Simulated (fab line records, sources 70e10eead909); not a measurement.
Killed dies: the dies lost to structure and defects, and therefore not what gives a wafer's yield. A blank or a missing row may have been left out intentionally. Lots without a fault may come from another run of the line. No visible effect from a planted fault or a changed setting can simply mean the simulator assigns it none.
Chamber matching / flow nand_harc / NHARC_A_STAIRCASE_TRIM_220 on rie_diel-09 has 4 sister chambers
The step chemistry O2, time 211.2 s. 4 wafers are shown with their chamber, then 9 later ones without.

## WAFERS, EACH WITH ITS CHAMBER
wafer=L083.5; chamber=3; showerhead_plenum_p_Torr (Torr)=3.66
wafer=L093.4; chamber=0; showerhead_plenum_p_Torr (Torr)=3.30
wafer=L093.5; chamber=2; showerhead_plenum_p_Torr (Torr)=3.51
wafer=L093.6; chamber=1; showerhead_plenum_p_Torr (Torr)=3.57

## WAFERS WITHOUT THEIR CHAMBER
wafer=L095.3; showerhead_plenum_p_Torr (Torr)=3.30
wafer=L095.4; showerhead_plenum_p_Torr (Torr)=3.51
wafer=L095.6; showerhead_plenum_p_Torr (Torr)=3.56
wafer=L095.1; showerhead_plenum_p_Torr (Torr)=3.64
wafer=L095.2; showerhead_plenum_p_Torr (Torr)=3.56
wafer=L095.5; showerhead_plenum_p_Torr (Torr)=3.30
wafer=L097.3; showerhead_plenum_p_Torr (Torr)=3.50
wafer=L097.5; showerhead_plenum_p_Torr (Torr)=3.56
wafer=L097.6; showerhead_plenum_p_Torr (Torr)=3.50

## CHAMBER TAKEN BY EACH
wafer=L095.3; from the rows above=0; in truth=0
wafer=L095.4; from the rows above=2; in truth=2
wafer=L095.6; from the rows above=1; in truth=1
wafer=L095.1; from the rows above=3; in truth=3
wafer=L095.2; from the rows above=1; in truth=1
wafer=L095.5; from the rows above=0; in truth=0
wafer=L097.3; from the rows above=2; in truth=2
wafer=L097.5; from the rows above=1; in truth=1
wafer=L097.6; from the rows above=2; in truth=2
Placed correctly: 9 of 9. Not placeable from these rows: 0. Number placed wrongly: 0.
How it was worked out, from the rows above alone: a wafer's distance from a chamber is the root of the sum, over the readings, of the square of ((its reading less the chamber's mean) divided by the reading's scatter). If the next closest chamber is less than 2 further off than the closest, the wafer can't be placed; otherwise it belongs to the closest. Each chamber's mean is taken over the wafers shown for it. The scatter: root of mean squared gap, hidden wafer to nearest shown wafer, with one shown wafer a chamber.
